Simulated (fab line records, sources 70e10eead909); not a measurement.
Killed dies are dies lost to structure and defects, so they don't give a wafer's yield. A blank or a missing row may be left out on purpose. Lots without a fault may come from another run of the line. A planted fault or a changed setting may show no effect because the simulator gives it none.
Problem report in the 8D (eight disciplines) form, filled by code | flow nand_harc | the parts of the form that need people (team, actions taken, sign-off) are left out

1. THE PROBLEM
thk_nm at NHARC_A_ONON_D2_THK_MEAS_18 reads a mean of 1129 nm on 3 wafers of 3 lots; wafers without a fault read 1000 nm with a standard deviation of 9.5. That is +14 standard deviations from the usual mean.
The step: measures by ellipsometry.
First seen on wafer L363.3, day 19 16:33, on film_metro-02. The record holds 39 wafers of 14 lots with a number at this step. Rule for "out", or "out of limits": more than 4 standard deviations from the usual mean. The other wafers with a number count as sound.

2. WHAT IT IS AND WHAT IT IS NOT
question                    | is                     | is not
which readings at this step | thk_nm                 | -
which lots                  | L363, L365, L366       | L347, L349, L350, L351, L353, L355, L356, L357, L359, L369, L370
which wafers of those lots  | L363.3, L365.3, L366.5 | L363.6, L365.6, L366.2
read on which gauges        | film_metro-02          | film_metro-01
when                        | from day 19 16:33      | up to then (28 sound wafers); but 8 sound wafers of L365, L366, L369, L370 came after

3. SUSPECTS, AND WHAT RULES EACH OUT
Counting: a tool at a process step up to the reading stays a suspect if it ran every lot that is out. Sound lots after the first of them don't rule it out here, since some wafers of a struck lot are sound.
- the gauge at NHARC_A_ONON_D2_THK_MEAS_18: ruled out. All the wafers that are out were read on film_metro-02, but those of them that NHARC_END_SORT_01 has rows for are out there too, on other tools.
- pecvd_onon-03 at NHARC_A_ONON_D2_DEP_16 (target thk 1000 nm): kept. It ran every lot that is out, first L363 (day 19 16:10); its last sound lot up to then is L359 (day 17 19:00).
Left after counting: pecvd_onon-03 at NHARC_A_ONON_D2_DEP_16.

4. THE CAUSE (what the simulator had put in)
Process parameter drift: pecvd_onon-03, from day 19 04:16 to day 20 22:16, at NHARC_A_ONON_D2_DEP_16. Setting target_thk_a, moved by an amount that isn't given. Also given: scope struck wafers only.
Counting left only this tool.

5. THE CHAIN OF EFFECTS, in route order
Each row: a reading whose mean over the struck wafers that have a number lies more than 3 standard deviations from the usual. Only readings for which the record gives a usual standard deviation are gone through. hours: the time from each lot's start at the first step in this table that gives one to its start at this step, as a median over the lots. sigmas: the change in usual standard deviations.
hours | step                        | reading         | usual   | on struck wafers | change | sigmas
0     | NHARC_A_ONON_D2_THK_MEAS_18 | thk_nm          | 1000 nm | 1129             | +129   | +14
276   | NHARC_END_SORT_01           | killed_at_array | 41      | 672              | +631   | +63
276   | NHARC_END_SORT_01           | killed_dies     | 46      | 677              | +631   | +63

6. WHAT WOULD HAVE CAUGHT IT SOONER
In this record the first reading out of limits at a measuring or inspecting step was taken at day 19 16:33, 12 hours after the fault began at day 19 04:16.
Of the lots that are out (3), L365, L366 began NHARC_A_ONON_D2_DEP_16 on pecvd_onon-03 after day 19 16:33. A hold on the tool at that time would have spared those 2.
